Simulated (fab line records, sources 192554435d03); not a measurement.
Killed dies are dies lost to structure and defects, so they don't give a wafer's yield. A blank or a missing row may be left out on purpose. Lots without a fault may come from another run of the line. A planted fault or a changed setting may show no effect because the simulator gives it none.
Chamber matching | flow n5_finfet | N5_BEOL_M9_ETCH_66 on rie_diel-06: 4 sister chambers
The step etches SOC in N2/H2, target depth 80 nm, overetch 16 nm, time 120 s. 4 wafers are shown with their chamber, then 8 later ones without.

WAFERS WITH THEIR CHAMBER
wafer  | chamber | throttle_valve_pct (%)
L081.5 | 3       | 17.51
L087.5 | 1       | 17.51
L090.6 | 2       | 18.20
L091.1 | 0       | 17.69

WAFERS WITHOUT THEIR CHAMBER
wafer  | throttle_valve_pct (%)
L091.3 | 18.19
L091.6 | 18.19
L094.1 | 17.72
L094.2 | 17.53
L094.6 | 17.54
L095.1 | 17.59
L095.3 | 17.71
L095.5 | 17.58

WHICH CHAMBER EACH WENT THROUGH
wafer  | from the rows above          | in truth
L091.3 | 2                            | 2
L091.6 | 2                            | 2
L094.1 | 0                            | 0
L094.2 | can't be placed: 1 or 3      | 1
L094.6 | can't be placed: 1 or 3      | 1
L095.1 | can't be placed: 1 or 3 or 0 | 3
L095.3 | 0                            | 0
L095.5 | can't be placed: 1 or 3 or 0 | 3
Placed correctly: 4 of 8. Can't be placed from these rows: 4 (the true chamber is among the candidates in 4). Placed wrongly: 0.
How it was worked out, from the rows above alone: a wafer's distance from a chamber is the root of the sum, over the readings, of the square of ((its reading less the chamber's mean) divided by the reading's scatter). The wafer belongs to the nearest chamber; if the next one is less than 2 further off, it can't be placed. A chamber's mean is the mean of its shown wafers. The scatter: with one shown wafer a chamber, the root of the mean of the squares of how far each hidden wafer lies from its nearest shown one.
